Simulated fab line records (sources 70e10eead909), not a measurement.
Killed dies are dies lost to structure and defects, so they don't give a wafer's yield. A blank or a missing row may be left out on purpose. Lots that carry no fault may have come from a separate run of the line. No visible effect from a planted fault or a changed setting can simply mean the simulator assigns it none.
fab line records -- flow nand_harc
record: lots: 10, wafers: 30, last_day: 34
route steps=1302 shown A_CHANNEL_HOLE_D2@592 END@1302
lots that met no fault: taken from a fault-free run of the same line
start_h: the number of hours between the record's first day and the start of the first shown wafer of the lot -- wait_h: hours since the lot's step before -- " identical to the entry in the row above -- L1.1+2: a row that stands for several wafers -- - no value, or no start was given -- * or withheld: withheld -- < > ~ a bound
route shown NAME@n: names a module that has steps shown in the file, with the first one's number in the route -- usual: mean/standard deviation of fault-free wafers -- same: alike in all rows -- chamber/n: place in a boat -- sites: readings site by site -- _std_site: their standard deviation -- _edge_site: mean of outer sites minus mean of inner sites -- radius_mm: for every site, how far away it sits from the centre of the wafer -- mask NAME#n: copy n -- behind: the most recent tool/chamber to have shaped the wafer -- hold: cause of the lot's hold/its duration in hours/its outcome -- device: which transistor (n, p or np) failed to switch -- end of line: at the end of the route, the tests of the same wafers -- step lacking rows: just its recipe -- killed: count of dies lost to structure and defects at first sort (not the wafer's yield) -- map: a wafer's dies, x killed, . not, _ none there
set.NAME: the setting as run; set.NAME@STEP: as run at that earlier step -- model.NAME: the simulator's own value behind a step, which no gauge read
route steps across a sampled set of lots; one table per step, one row per wafer
services: when a tool's chamber went out of use (start_h, in hours from the record's first day, below 0 if earlier), for how many hours, and the reason
== steps ==
step: NHARC_A_CHANNEL_HOLE_D2_ETCH_20
recipe: bias_v: 3000, source_w: withheld, pressure_mtorr: 20, time_s: 361.9, ar_flow_sccm: 375, c4f8_flow_sccm: 89.3, o2_flow_sccm: 35.7, temp_c: -20, target_depth_a: 16000, chemistry: C4F8/O2/Ar
usual: drypump_motor_current_A: 6.0/0.73, mfc_ar_sccm: 375.2/1.2, showerhead_plenum_p_Torr: 3.66/0.16, throttle_valve_pct: 32.155/0.0084
lot.wafer,tool,chamber,start_h,wait_h,drypump_motor_current_A,mfc_ar_sccm,rf_hours_counter_h,showerhead_plenum_p_Torr,throttle_valve_pct
L639.2,har_etch-01,0,299.89,0.1,5.8,376.7,157,3.69,32.141
L639.4,har_etch-01,1,299.89,0.1,6.6,374.7,-,3.49,32.155
L639.5,har_etch-01,0,299.89,0.1,5.8,374.8,-,3.69,32.154
L642.1,har_etch-01,1,322.18,0.1,6.6,376.0,164,3.49,32.171
L642.3,har_etch-01,1,322.18,0.1,6.6,374.8,-,3.49,32.150
L642.5,har_etch-01,0,322.18,0.1,5.9,375.6,-,3.69,32.163
L641.1,har_etch-02,0,326.14,0.1,6.7,375.2,370,3.47,32.161
L641.4,har_etch-02,0,326.14,0.1,6.7,373.8,-,3.47,32.159
L641.6,har_etch-02,1,326.14,0.1,5.0,376.7,-,3.73,32.159
L640.2,har_etch-01,0,326.33,0.1,5.9,374.2,168,3.69,32.157
L640.1,har_etch-01,1,326.33,0.1,6.6,374.5,168,3.48,32.156
L640.6,har_etch-01,0,326.33,0.1,5.9,374.4,-,3.69,32.153
L651.2,har_etch-01,1,423.98,0.1,6.6,376.6,229,3.45,32.154
L651.4,har_etch-01,0,423.98,0.1,5.8,375.1,-,3.65,32.161
L651.6,har_etch-01,1,423.98,0.1,6.6,377.5,-,3.45,32.150
L652.2,har_etch-01,0,433.71,0.1,5.9,375.6,233,3.65,32.160
L652.3,har_etch-01,0,433.71,0.1,5.9,375.9,-,3.65,32.155
L652.4,har_etch-01,1,433.71,0.1,6.5,376.0,-,3.45,32.156
L654.4,har_etch-02,0,456.91,0.2,6.7,375.7,-,3.91,32.157
L654.5,har_etch-02,1,456.91,0.2,4.9,374.1,-,3.69,32.149
L654.6,har_etch-02,0,456.91,0.2,6.7,377.4,-,3.91,32.174
L656.1,har_etch-02,0,467.64,0.1,6.7,375.9,46,3.91,32.165
L656.4,har_etch-02,1,467.64,0.1,4.9,375.4,-,3.68,32.135
L656.5,har_etch-02,0,467.64,0.1,6.7,376.1,-,3.91,32.156
L658.2,har_etch-02,0,501.34,0.1,6.7,374.3,68,3.89,32.144
L658.4,har_etch-02,1,501.34,0.1,4.9,374.0,-,3.67,32.146
L658.5,har_etch-02,0,501.34,0.1,6.7,375.1,-,3.89,32.165
L661.1,har_etch-02,0,528.18,0.1,6.7,375.0,84,3.89,32.153
L661.2,har_etch-02,1,528.18,0.1,4.9,375.5,84,3.66,32.155
L661.5,har_etch-02,0,528.18,0.1,6.7,374.0,-,3.89,32.143
step: NHARC_A_CHANNEL_HOLE_D2_ETCH_24
recipe: bias_v: 5000, source_w: withheld, pressure_mtorr: 20, time_s: 906.2, ar_flow_sccm: 375, c4f8_flow_sccm: 93.8, o2_flow_sccm: 31.2, temp_c: -20, target_depth_a: 15000, chemistry: C4F8/O2/Ar
usual: drypump_motor_current_A: 6.0/0.73, mfc_ar_sccm: 374.9/1.1, showerhead_plenum_p_Torr: 3.65/0.16, throttle_valve_pct: 32.237/0.01
lot.wafer,tool,chamber,start_h,wait_h,drypump_motor_current_A,mfc_ar_sccm,rf_hours_counter_h,showerhead_plenum_p_Torr,throttle_valve_pct
L639.2,har_etch-01,0,301.91,0.6,5.9,374.5,159,3.69,32.223
L639.4,har_etch-01,1,301.91,0.6,6.6,376.3,-,3.49,32.229
L639.5,har_etch-01,0,301.91,0.6,5.9,374.5,-,3.69,32.238
L642.1,har_etch-01,1,324.19,0.6,6.5,373.2,166,3.48,32.231
L642.3,har_etch-01,1,324.19,0.6,6.6,374.1,-,3.48,32.248
L642.5,har_etch-01,0,324.19,0.6,5.9,373.9,-,3.68,32.247
L641.1,har_etch-02,0,328.15,0.6,6.7,374.3,372,3.46,32.233
L641.4,har_etch-02,0,328.15,0.6,6.7,374.7,-,3.46,32.239
L641.6,har_etch-02,1,328.15,0.6,4.9,373.9,-,3.72,32.234
L640.2,har_etch-01,0,328.34,0.6,5.9,375.6,170,3.68,32.234
L640.1,har_etch-01,1,328.34,0.6,6.6,377.2,170,3.48,32.255
L640.6,har_etch-01,0,328.34,0.6,5.9,375.8,-,3.68,32.241
L651.2,har_etch-01,1,426.06,0.6,6.6,374.9,231,3.45,32.239
L651.4,har_etch-01,0,426.06,0.6,5.8,374.3,-,3.65,32.229
L651.6,har_etch-01,1,426.06,0.6,6.5,374.2,-,3.45,32.243
L652.2,har_etch-01,0,435.72,0.6,5.9,374.3,235,3.65,32.232
L652.3,har_etch-01,0,435.72,0.6,5.8,372.2,-,3.64,32.230
L652.4,har_etch-01,1,435.72,0.6,6.5,373.9,-,3.45,32.230
L654.4,har_etch-02,0,459.15,0.6,6.7,374.5,-,3.91,32.240
L654.5,har_etch-02,1,459.15,0.6,5.0,374.4,-,3.68,32.239
L654.6,har_etch-02,0,459.15,0.6,6.7,375.5,-,3.91,32.224
L656.1,har_etch-02,0,469.74,0.6,6.7,373.3,48,3.90,32.251
L656.4,har_etch-02,1,469.74,0.6,4.9,377.6,-,3.68,32.244
L656.5,har_etch-02,0,469.74,0.6,6.7,374.9,-,3.90,32.249
L658.2,har_etch-02,0,503.37,0.6,6.7,376.1,70,3.89,32.219
L658.4,har_etch-02,1,503.37,0.6,4.9,375.7,-,3.66,32.231
L658.5,har_etch-02,0,503.37,0.6,6.7,375.1,-,3.89,32.244
L661.1,har_etch-02,0,530.19,0.6,6.7,376.1,86,3.88,32.250
L661.2,har_etch-02,1,530.19,0.6,4.9,374.9,86,3.66,32.231
L661.5,har_etch-02,0,530.19,0.6,6.7,375.5,-,3.88,32.227
step: NHARC_A_CHANNEL_HOLE_D2_ETCH_25
recipe: bias_v: 5000, source_w: withheld, pressure_mtorr: 20, time_s: 1040.2, ar_flow_sccm: 375, c4f8_flow_sccm: 93.8, o2_flow_sccm: 31.2, temp_c: -20, target_depth_a: 15000, chemistry: C4F8/O2/Ar
usual: drypump_motor_current_A: 6.0/0.73, mfc_ar_sccm: 374.8/1.1, showerhead_plenum_p_Torr: 3.65/0.16, throttle_valve_pct: 32.235/0.0095
lot.wafer,tool,chamber,start_h,wait_h,drypump_motor_current_A,mfc_ar_sccm,rf_hours_counter_h,showerhead_plenum_p_Torr,throttle_valve_pct
L639.2,har_etch-01,0,302.69,0.6,5.9,373.9,159,3.69,32.241
L639.4,har_etch-01,1,302.69,0.6,6.6,376.2,-,3.48,32.245
L639.5,har_etch-01,0,302.69,0.6,5.9,375.1,-,3.69,32.220
L642.1,har_etch-01,1,324.96,0.6,6.6,376.1,167,3.48,32.228
L642.3,har_etch-01,1,324.96,0.6,6.6,375.5,-,3.48,32.226
L642.5,har_etch-01,0,324.96,0.6,5.9,375.8,-,3.68,32.226
L641.1,har_etch-02,0,328.92,0.6,6.7,373.3,373,3.46,32.225
L641.4,har_etch-02,0,328.92,0.6,6.7,374.1,-,3.46,32.243
L641.6,har_etch-02,1,328.92,0.6,4.9,372.2,-,3.72,32.217
L640.2,har_etch-01,0,329.11,0.6,5.9,374.2,171,3.68,32.226
L640.1,har_etch-01,1,329.11,0.6,6.6,376.7,171,3.48,32.248
L640.6,har_etch-01,0,329.11,0.6,5.9,374.1,-,3.68,32.251
L651.2,har_etch-01,1,426.84,0.7,6.6,373.3,232,3.45,32.240
L651.4,har_etch-01,0,426.84,0.7,5.9,373.8,-,3.65,32.240
L651.6,har_etch-01,1,426.84,0.7,6.6,374.5,-,3.45,32.234
L652.2,har_etch-01,0,436.48,0.6,5.9,374.3,236,3.64,32.252
L652.3,har_etch-01,0,436.48,0.6,5.8,374.0,-,3.64,32.237
L652.4,har_etch-01,1,436.48,0.6,6.6,376.7,-,3.45,32.235
L654.4,har_etch-02,0,459.98,0.7,6.7,373.9,-,3.91,32.239
L654.5,har_etch-02,1,459.98,0.7,4.9,376.3,-,3.68,32.234
L654.6,har_etch-02,0,459.98,0.7,6.7,374.6,-,3.91,32.226
L656.1,har_etch-02,0,470.53,0.7,6.7,374.9,48,3.90,32.244
L656.4,har_etch-02,1,470.53,0.7,4.9,371.2,-,3.68,32.240
L656.5,har_etch-02,0,470.53,0.7,6.7,375.5,-,3.90,32.228
L658.2,har_etch-02,0,504.15,0.6,6.7,373.9,71,3.89,32.228
L658.4,har_etch-02,1,504.15,0.6,5.0,375.9,-,3.66,32.227
L658.5,har_etch-02,0,504.15,0.6,6.7,374.8,-,3.89,32.242
L661.1,har_etch-02,0,530.95,0.6,6.7,374.5,86,3.88,32.243
L661.2,har_etch-02,1,530.95,0.6,4.9,373.4,86,3.65,32.222
L661.5,har_etch-02,0,530.95,0.6,6.7,373.8,-,3.88,32.244
step: NHARC_A_CHANNEL_HOLE_D2_ETCH_44
recipe: target_depth_a: 1400, overetch_a: 140, time_s: 77, ion_energy_ev: 100, cf4_flow_sccm: 80, o2_flow_sccm: 20, ar_flow_sccm: 0, rf_w: 300, bias_w: 100, chemistry: CF4/O2
usual: drypump_motor_current_A: 5.6/0.44, mfc_ar_sccm: 0.002/0.006, oes_product_au: 0.997/0.0088, rf_vpp_V: 197.4/1.3, showerhead_plenum_p_Torr: 1.32/0.047, throttle_valve_pct: 13.397/0.0089
lot.wafer,tool,chamber,start_h,wait_h,drypump_motor_current_A,mfc_ar_sccm,oes_product_au,rf_hours_counter_h,rf_vpp_V,showerhead_plenum_p_Torr,throttle_valve_pct
L639.4,rie_diel-06,1,304.53,0.1,5.7,0,1.000,8.1,195.3,1.28,13.391
L639.2,rie_diel-06,0,304.53,0.1,4.7,0,0.987,8.3,196.6,1.29,13.405
L639.5,rie_diel-06,2,304.53,0.1,5.5,0,1.018,-,196.2,1.28,13.407
L642.3,rie_diel-10,3,326.79,0.1,5.6,0,0.993,5.3,197.2,1.26,13.408
L642.1,rie_diel-10,0,326.79,0.1,6.0,0,1.004,4.8,199.4,1.41,13.393
L642.5,rie_diel-10,1,326.79,0.1,5.4,0,1.016,-,198.4,1.40,13.402
L641.4,rie_diel-06,0,330.75,0.1,4.7,0,0.986,1.1,196.3,1.29,13.397
L641.1,rie_diel-06,1,330.75,0.1,5.8,0,0.978,0.8,197.3,1.28,13.394
L641.6,rie_diel-06,0,330.75,0.1,4.7,0,0.988,-,197.3,1.29,13.390
L640.1,rie_diel-10,1,330.94,0.1,5.5,0,1.016,5.4,198.4,1.40,13.386
L640.2,rie_diel-10,0,330.94,0.1,6.0,0,1.002,5.8,199.7,1.41,13.403
L640.6,rie_diel-10,2,330.94,0.1,5.4,0,0.993,-,198.0,1.32,13.405
L651.2,rie_diel-06,1,428.52,0.1,5.8,0,0.998,6.9,196.2,1.27,13.395
L651.4,rie_diel-06,3,428.52,0.1,6.1,0,0.995,7.2,196.5,1.31,13.393
L651.6,rie_diel-06,1,428.52,0.1,5.7,0,0.998,-,194.1,1.27,13.413
L652.2,rie_diel-10,2,438.29,0.1,5.4,0,0.993,0.1,197.3,1.32,13.385
L652.3,rie_diel-10,3,438.29,0.1,5.6,0,1.002,0.1,195.9,1.26,13.388
L652.4,rie_diel-10,0,438.29,0.1,6.0,0,1.015,0.1,200.5,1.41,13.384
L654.5,rie_diel-06,1,461.42,0.1,5.7,0,0.987,-,196.2,1.27,13.379
L654.6,rie_diel-06,2,461.42,0.1,5.4,0,1.000,-,196.6,1.28,13.400
L654.4,rie_diel-06,0,461.42,0.1,4.7,0,0.999,-,197.3,1.29,13.395
L656.4,rie_diel-10,1,472.21,0.1,5.5,0,0.992,3.5,198.4,1.40,13.391
L656.1,rie_diel-10,2,472.21,0.1,5.4,0,0.993,3.5,197.3,1.32,13.391
L656.5,rie_diel-10,2,472.21,0.1,5.4,0,0.997,-,196.7,1.32,13.394
L658.4,rie_diel-01,1,505.98,0.0,5.3,0,0.999,7.0,195.8,1.28,13.399
L658.2,rie_diel-01,2,505.98,0.0,6.0,0.024,0.996,7.3,198.8,1.40,13.400
L658.5,rie_diel-01,1,505.98,0.0,5.3,0,0.995,-,195.5,1.28,13.394
L661.2,rie_diel-01,1,532.76,0.1,5.3,0,1.012,8.5,196.6,1.28,13.406
L661.1,rie_diel-01,3,532.76,0.1,6.3,0,0.985,8.8,198.8,1.37,13.402
L661.5,rie_diel-01,0,532.76,0.1,5.2,0.013,0.983,-,196.9,1.30,13.391
step: NHARC_A_CHANNEL_HOLE_D2_INSPECT_40
usual: raw_defect_count: 287/85
lot.wafer,tool,chamber,start_h,wait_h,raw_defect_count
L639.2,defect_inspect-01,-,305.52,-,312
L639.4,defect_inspect-01,-,305.52,-,313
L639.5,defect_inspect-01,-,305.52,-,235
L642.1,defect_inspect-01,-,327.75,-,448
L642.3,defect_inspect-01,-,327.75,-,355
L642.5,defect_inspect-01,-,327.75,-,261
L641.1,defect_inspect-01,-,331.72,-,289
L641.4,defect_inspect-01,-,331.72,-,303
L641.6,defect_inspect-01,-,331.72,-,291
L640.1,defect_inspect-02,-,331.93,-,457
L640.2,defect_inspect-02,-,331.93,-,245
L640.6,defect_inspect-02,-,331.93,-,277
L651.2,defect_inspect-02,-,429.48,-,371
L651.4,defect_inspect-02,-,429.48,-,1268
L651.6,defect_inspect-02,-,429.48,-,375
L652.2,defect_inspect-02,-,439.27,-,1366
L652.3,defect_inspect-02,-,439.27,-,1345
L652.4,defect_inspect-02,-,439.27,-,264
L654.4,defect_inspect-01,-,462.50,-,155
L654.5,defect_inspect-01,-,462.50,-,188
L654.6,defect_inspect-01,-,462.50,-,287
L656.1,defect_inspect-02,-,473.21,-,321
L656.4,defect_inspect-02,-,473.21,-,329
L656.5,defect_inspect-02,-,473.21,-,257
L658.2,defect_inspect-01,-,506.97,-,285
L658.4,defect_inspect-01,-,506.97,-,266
L658.5,defect_inspect-01,-,506.97,-,258
L661.1,defect_inspect-02,-,533.74,-,188
L661.2,defect_inspect-02,-,533.74,-,207
L661.5,defect_inspect-02,-,533.74,-,177
step: NHARC_END_SORT_01
recipe: temp_c: 25
usual: killed_at_array: 51/17, killed_at_other: 1.0/1.2, killed_at_periphery: 3.4/2.5, killed_dies: 56/17, killed_open: 3.3/2.1, killed_short: 2.6/1.6
same: gross_dies: 677
lot.wafer,tool,chamber,start_h,wait_h,killed_at_array,killed_at_other,killed_at_periphery,killed_dies,killed_open,killed_short
L651.2,prober-02,0,702.90,2.8,43,0,1,44,0,2
L651.4,prober-02,0,704.53,3.4,123,1,3,127,2,4
L651.6,prober-02,0,706.15,4.1,48,0,5,53,3,2
L652.2,prober-02,0,710.76,2.8,114,0,2,116,2,2
L652.3,prober-02,0,711.56,3.1,127,0,5,132,2,1
L652.4,prober-02,0,712.35,3.4,53,1,1,55,3,3
killed by level:class
L651.2 A_CHANNEL_HOLE_D2:chamber_film_flake=19 A_CHANNEL_HOLE_D1:chamber_film_flake=14 A_CONTACT:chamber_film_flake=4 A_ZERO_WELL:chamber_film_flake=2 A_STAIRCASE:chamber_film_flake=2 A_CHANNEL_HOLE_D1:geometric_particle:short=1 A_CHANNEL_FILL_D1:geometric_particle:short=1 P_GATE:chamber_film_flake=1
L651.4 A_CHANNEL_HOLE_D2:unspecified=78 A_CHANNEL_HOLE_D1:chamber_film_flake=30 A_CONTACT:chamber_film_flake=7 A_CHANNEL_FILL_D1:geometric_particle:short=2 P_ZERO_WELL:chamber_film_flake=2 A_CHANNEL_HOLE_D2:chamber_film_flake=2 P_M1:geometric_particle:open=1 A_DECK1_JOINT:geometric_particle:short=1
L651.6 A_CHANNEL_HOLE_D2:chamber_film_flake=20 A_CHANNEL_HOLE_D1:chamber_film_flake=14 A_CONTACT:chamber_film_flake=5 P_GATE:chamber_film_flake=2 A_WL_FILL:chamber_film_flake=2 P_CONTACT:geometric_particle:open=1 A_ONON_D2:geometric_particle:short=1 A_WL_FILL:geometric_particle:short=1
L652.2 A_CHANNEL_HOLE_D2:unspecified=85 A_CHANNEL_HOLE_D1:chamber_film_flake=10 A_CHANNEL_HOLE_D2:chamber_film_flake=3 A_CHANNEL_FILL_D2:chamber_film_flake=3 A_CONTACT:chamber_film_flake=3 A_STAIRCASE:chamber_film_flake=2 A_CHANNEL_FILL_D1:chamber_film_flake=2 A_BLC:chamber_film_flake=2
L652.3 A_CHANNEL_HOLE_D2:unspecified=78 A_CHANNEL_HOLE_D1:chamber_film_flake=29 A_STAIRCASE:chamber_film_flake=4 A_M1:chamber_film_flake=4 P_GATE:chamber_film_flake=3 A_CONTACT:chamber_film_flake=3 P_BONDPAD:chamber_film_flake=2 A_CHANNEL_HOLE_D2:chamber_film_flake=2
L652.4 A_CHANNEL_HOLE_D2:chamber_film_flake=28 A_CHANNEL_HOLE_D1:chamber_film_flake=11 A_SLIT:chamber_film_flake=3 A_CHANNEL_FILL_D1:chamber_film_flake=2 A_CONTACT:chamber_film_flake=2 A_CHANNEL_HOLE_D1:geometric_particle:open=1 A_DECK1_JOINT:geometric_particle:short=1 A_CHANNEL_FILL_D2:geometric_particle:open=1
== services ==
tool,chamber,start_h,hours,kind
rie_diel-06,-,307.20,9.0,pm
rie_diel-01,1,327.54,3.7,repair
har_etch-02,-,378.80,17.0,pm
har_etch-02,0,378.80,17.0,vent_cycle
har_etch-02,1,378.80,17.0,vent_cycle
rie_diel-01,-,380.84,9.0,pm
rie_diel-06,0,390.70,9.6,repair
har_etch-02,0,395.80,-,clean
har_etch-02,0,395.80,-,consumable_replace:focus_ring
har_etch-02,0,395.80,-,consumable_replace:showerhead
har_etch-02,1,395.80,-,clean
har_etch-02,1,395.80,-,consumable_replace:focus_ring
rie_diel-01,0,401.45,4.7,repair
rie_diel-10,-,419.56,9.0,pm
rie_diel-10,-,455.59,1.9,repair
rie_diel-06,3,458.55,45.8,repair
rie_diel-01,0,468.66,11.7,repair
rie_diel-01,3,472.49,14.8,repair
har_etch-01,-,480.02,10.0,repair
rie_diel-10,-,481.22,1.0,repair
rie_diel-06,-,484.22,9.0,pm
rie_diel-10,1,501.05,2.6,repair
rie_diel-06,0,513.27,4.5,repair
rie_diel-01,-,513.54,0.4,repair
== key ==
first_sign: step: NHARC_A_CHANNEL_HOLE_D2_INSPECT_40, reading: raw_defect_count, direction: up, sigmas: 12, usual: 287, struck: 1326
effect: step: NHARC_END_SORT_01, reading: killed_at_array, direction: up, sigmas: 4.1, usual: 51, struck: 121
more_kills_born_at: NHARC_A_CHANNEL_HOLE_D2_ETCH_24@har_etch-01: 184
met_at NHARC_A_CHANNEL_HOLE_D2_ETCH_24
struck_lots L651,L652
struck_wafers L651.4,L652.2,L652.3
tester_left_out L651,L652
not_acting_at NHARC_A_CHANNEL_HOLE_D2_ETCH_20,NHARC_A_CHANNEL_HOLE_D2_ETCH_25,NHARC_A_CHANNEL_HOLE_D2_ETCH_44
onset_between 328.34 426.06
fault: kind: chamber_particle_source, tool: har_etch-01, chamber: 0, onset_h: 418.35, steps: NHARC_A_CHANNEL_HOLE_D2_ETCH_24, rate_per_visit_cm2: 1.6491, end_h: 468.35
tester_left_out: of these lots the tester's yield and bins aren't shown, on N5 and GAA mostly nor the transistor test; their killed dies are dies lost to structure and defects alone, not to doping, threshold or leakage, so they don't give the yield
